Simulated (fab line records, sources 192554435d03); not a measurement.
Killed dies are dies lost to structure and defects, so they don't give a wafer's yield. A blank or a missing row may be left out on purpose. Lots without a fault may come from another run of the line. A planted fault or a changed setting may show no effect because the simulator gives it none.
Split-lot experiment | flow n5_finfet | 7 lots, 39 wafers read, on a route of 1938 steps

THE SPLIT
At N5_FIN_SAQP_HM_DEP_03 (deposits SiNx from SiH4/NH3/N2, target thk 38 nm, time 33.6 s), the setting time_s was moved away from the recipe's 33.6 s on 18 of the 39 wafers read, by -16.0% to +12.4%. The other wafers ran this setting at the recipe's value.

FROM THE SPLIT TO THE READING: what the file shows between them, 8 steps
- N5_FIN_SAQP_THK_MEAS_05
- N5_FIN_SAQP_SPACER2_ALD_28: deposits SiO2, target thk 8.1 nm, pulse time 1 s, purge time 2 s (also split here: target_thk_a)
- N5_FIN_SAQP_SPACER2_ETCHBACK_29: etches SiO2 in CHF3/O2, target depth 12.2 nm, time 6.1 s
- N5_FIN_SAQP_MANDREL2_REMOVE_60: chemistry HBr/Cl2/O2, target a-Si, stops on SiNx, bt time 10 s
- N5_FIN_SAQP_HM_OPEN_33: chemistry CH3F/O2, target SiNx, target depth 49.4 nm, time 70.6 s
- N5_FIN_SAQP_ETCH_34: etches SiO2 in C4F6/O2, target depth 45 nm, time 15 s
- N5_FIN_SAQP_STRIP_77: strips in N2/H2, time 90 s
- N5_FIN_SAQP_ETCH_64: etches SiO2 in CF4, target depth 1.5 nm

THE READING
SiNx_of_FIN_SAQP_HM_DEP_03.thk_nm (the simulator's own value, which no gauge read), in nm, at N5_FIN_SAQP_FIN_ETCH_36 (etches the open film in HBr/Cl2/O2, target depth 120 nm, time 50.4 s). The file gives no usual value for it. The 21 wafers here that ran the recipe average 21.5 nm, standard deviation 0.65 nm.

wafer  | tool, chamber at the split | time_s as run, s | against the recipe | SiNx_of_FIN_SAQP_HM_DEP_03.thk_nm, nm | against lot-mates on the recipe
L076.1 | pecvd-02, 0                | 30.13            | -10.3%             | 16.6                                  | -4.7
L076.2 | pecvd-02, 1                | 33.6             | recipe             | 20.4                                  | -
L076.3 | pecvd-02, 0                | 33.6             | recipe             | 22                                    | -
L076.4 | pecvd-02, 1                | 33.6             | recipe             | 21.6                                  | -
L076.5 | pecvd-02, 0                | 30.13            | -10.3%             | 17.4                                  | -3.9
L076.6 | pecvd-02, 1                | 30.13            | -10.3%             | 17.8                                  | -3.5
L078.1 | pecvd-04, 2                | 28.23            | -16.0%             | 15.2                                  | -7.1
L078.2 | pecvd-04, 0                | 33.6             | recipe             | 21.8                                  | -
L078.3 | pecvd-04, 1                | 28.23            | -16.0%             | 16.6                                  | -5.7
L078.4 | pecvd-04, 2                | 28.23            | -16.0%             | 16                                    | -6.3
L078.5 | pecvd-04, 0                | 33.6             | recipe             | 23                                    | -
L078.6 | pecvd-04, 1                | 33.6             | recipe             | 22                                    | -
L081.1 | pecvd-01, 0                | 33.6             | recipe             | 21.2                                  | -
L081.2 | pecvd-01, 2                | 35.84            | +6.7%              | 23.2                                  | +1.4
L081.3 | pecvd-01, 1                | 33.6             | recipe             | 22.2                                  | -
L081.4 | pecvd-01, 2                | 35.84            | +6.7%              | 24.4                                  | +2.6
L081.5 | pecvd-01, 0                | 35.84            | +6.7%              | 25                                    | +3.2
L081.6 | pecvd-01, 1                | 33.6             | recipe             | 22                                    | -
L086.1 | pecvd-01, 0                | 33.6             | recipe             | 21                                    | -
L086.4 | pecvd-01, 2                | 33.6             | recipe             | 21.4                                  | -
L086.5 | pecvd-01, 1                | 33.6             | recipe             | 22                                    | -
L087.1 | pecvd-04, 2                | 33.6             | recipe             | 20.4                                  | -
L087.2 | pecvd-04, 0                | 33.6             | recipe             | 20.8                                  | -
L087.3 | pecvd-04, 1                | 37.78            | +12.4%             | 26.2                                  | +5.1
L087.4 | pecvd-04, 2                | 37.78            | +12.4%             | 26.2                                  | +5.1
L087.5 | pecvd-04, 1                | 33.6             | recipe             | 22                                    | -
L087.6 | pecvd-04, 0                | 37.78            | +12.4%             | 27                                    | +5.9
L089.1 | pecvd-04, 0                | 33.6             | recipe             | 21.6                                  | -
L089.2 | pecvd-04, 1                | 36.15            | +7.6%              | 24                                    | +2.7
L089.3 | pecvd-04, 2                | 33.6             | recipe             | 20.6                                  | -
L089.4 | pecvd-04, 1                | 33.6             | recipe             | 21.8                                  | -
L089.5 | pecvd-04, 0                | 36.15            | +7.6%              | 23.8                                  | +2.5
L089.6 | pecvd-04, 2                | 36.15            | +7.6%              | 25                                    | +3.7
L094.1 | pecvd-01, 2                | 31.42            | -6.5%              | 18.4                                  | -2.9
L094.2 | pecvd-01, 0                | 33.6             | recipe             | 20.8                                  | -
L094.3 | pecvd-01, 1                | 33.6             | recipe             | 21.4                                  | -
L094.4 | pecvd-01, 0                | 31.42            | -6.5%              | 19                                    | -2.3
L094.5 | pecvd-01, 2                | 33.6             | recipe             | 21.8                                  | -
L094.6 | pecvd-01, 1                | 31.42            | -6.5%              | 20                                    | -1.3

THE FIT
A straight line over all 39 wafers: SiNx_of_FIN_SAQP_HM_DEP_03.thk_nm changes by +0.377 nm for each +1% of time_s; r = +0.97; the points scatter about the line by 0.66 nm.
The same after taking each lot's own level away (the mean of its wafers on the recipe; 39 wafers): +0.398 nm for each +1%; r = +0.98; scatter 0.6 nm.
On that fit, the largest move of time_s shifts the reading by 6.4 nm.
The lots' own levels span 21.07 to 22.27 nm, that is 1.8 times the standard deviation above.
So the lot-to-lot level changes the slope little: the two slopes agree.
Check: with one of the wafers moved furthest among these (-16.0%) left out of the fit, the line predicts -6.19 nm for it against its lot-mates. It came out at -7.07 nm against them.

OTHER SPLITS ON THESE WAFERS
These wafers also went through other splits before the reading. Each is held against what the fit with the lots' levels taken away leaves over:
other split on the same wafers          | wafers away from the commonest value | r with SiNx_of_FIN_SAQP_HM_DEP_03.thk_nm (lot level and that fit taken away)
N5_FIN_SAQP_SPACER2_ALD_28 target_thk_a | 12                                   | -0.14

THE WHOLE CHAIN: every reading that the file lists as answering this split, in the file's order
step                    | what it does                                                         | reading                                                                            | change (the file's fit)               | r (the file's)
N5_FIN_SAQP_HM_DEP_03   | deposits SiNx from SiH4/NH3/N2, target thk 38 nm, time 33.6 s        | SiNx_of_FIN_SAQP_HM_DEP_03.thk_nm (the simulator's own value, which no gauge read) | +0.391 nm for each +1% of the setting | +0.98
N5_FIN_SAQP_THK_MEAS_05 |                                                                      | thk_nm                                                                             | withheld for each +1% of the setting  | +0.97
N5_FIN_SAQP_HM_OPEN_33  | chemistry CH3F/O2, target SiNx, target depth 49.4 nm, time 70.6 s    | etch_rf_on_time_s                                                                  | withheld for each +1% of the setting  | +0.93
N5_FIN_SAQP_HM_OPEN_33  | chemistry CH3F/O2, target SiNx, target depth 49.4 nm, time 70.6 s    | etch.depth_nm (the simulator's own value, which no gauge read)                     | +0.394 nm for each +1% of the setting | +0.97
N5_FIN_SAQP_FIN_ETCH_36 | etches the open film in HBr/Cl2/O2, target depth 120 nm, time 50.4 s | SiNx_of_FIN_SAQP_HM_DEP_03.thk_nm (the simulator's own value, which no gauge read) | +0.398 nm for each +1% of the setting | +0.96

THE FILE'S OWN FIT
SiNx_of_FIN_SAQP_HM_DEP_03.thk_nm changes by +0.398 nm for each +1% of time_s, r = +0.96.
